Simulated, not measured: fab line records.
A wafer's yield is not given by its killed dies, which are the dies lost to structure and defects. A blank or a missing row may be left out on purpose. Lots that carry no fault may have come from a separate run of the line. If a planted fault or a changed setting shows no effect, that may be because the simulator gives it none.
Chamber matching + flow n5 finfet + N5_BEOL_M0_SAQP_PECVD_00 on pecvd-01: 3 sister chambers
The step deposits SiCN from 3MS/NH3, target thk 8 nm, time 14 s. 3 wafers are shown with their chamber, then 12 later ones without.

== WAFERS, EACH WITH ITS CHAMBER ==
| wafer  | chamber | showerhead plenum p Torr (Torr) |
|--------|---------|---------------------------------|
| L089.1 | 0       | 3.621                           |
| L089.3 | 2       | 3.629                           |
| L089.4 | 1       | 3.701                           |

== WAFERS WHOSE CHAMBER IS MISSING ==
| wafer  | showerhead plenum p Torr (Torr) |
|--------|---------------------------------|
| L090.1 | 3.641                           |
| L090.2 | 3.696                           |
| L090.6 | 3.629                           |
| L091.1 | 3.615                           |
| L091.2 | 3.690                           |
| L091.3 | 3.630                           |
| L093.1 | 3.635                           |
| L093.2 | 3.633                           |
| L093.6 | 3.641                           |
| L094.1 | 3.636                           |
| L094.2 | 3.631                           |
| L094.6 | 3.702                           |

== WHICH CHAMBER EACH ONE RAN IN ==
| wafer  | from the rows above     | in truth |
|--------|-------------------------|----------|
| L090.1 | can't be placed: 2 or 0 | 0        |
| L090.2 | 1                       | 1        |
| L090.6 | can't be placed: 2 or 0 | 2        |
| L091.1 | can't be placed: 0 or 2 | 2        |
| L091.2 | 1                       | 1        |
| L091.3 | can't be placed: 2 or 0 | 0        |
| L093.1 | can't be placed: 2 or 0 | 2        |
| L093.2 | can't be placed: 2 or 0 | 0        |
| L093.6 | can't be placed: 2 or 0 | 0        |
| L094.1 | can't be placed: 2 or 0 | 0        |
| L094.2 | can't be placed: 2 or 0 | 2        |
| L094.6 | 1                       | 1        |
Correct placement for 3 of the 12. Unplaceable from these rows: 9, with the true chamber sitting among the candidates in 9. Wrongly placed: 0.
How it was worked out, from the rows above alone: a wafer's distance from a chamber is the root of the sum, over the readings, of the square of ((its reading less the chamber's mean) divided by the reading's scatter). The wafer belongs to the nearest chamber; if the next one is less than 2 further off, it can't be placed. For every chamber, the mean is computed from those of its wafers that are shown. The scatter: root of mean squared gap, hidden wafer to nearest shown wafer, with one shown wafer a chamber.
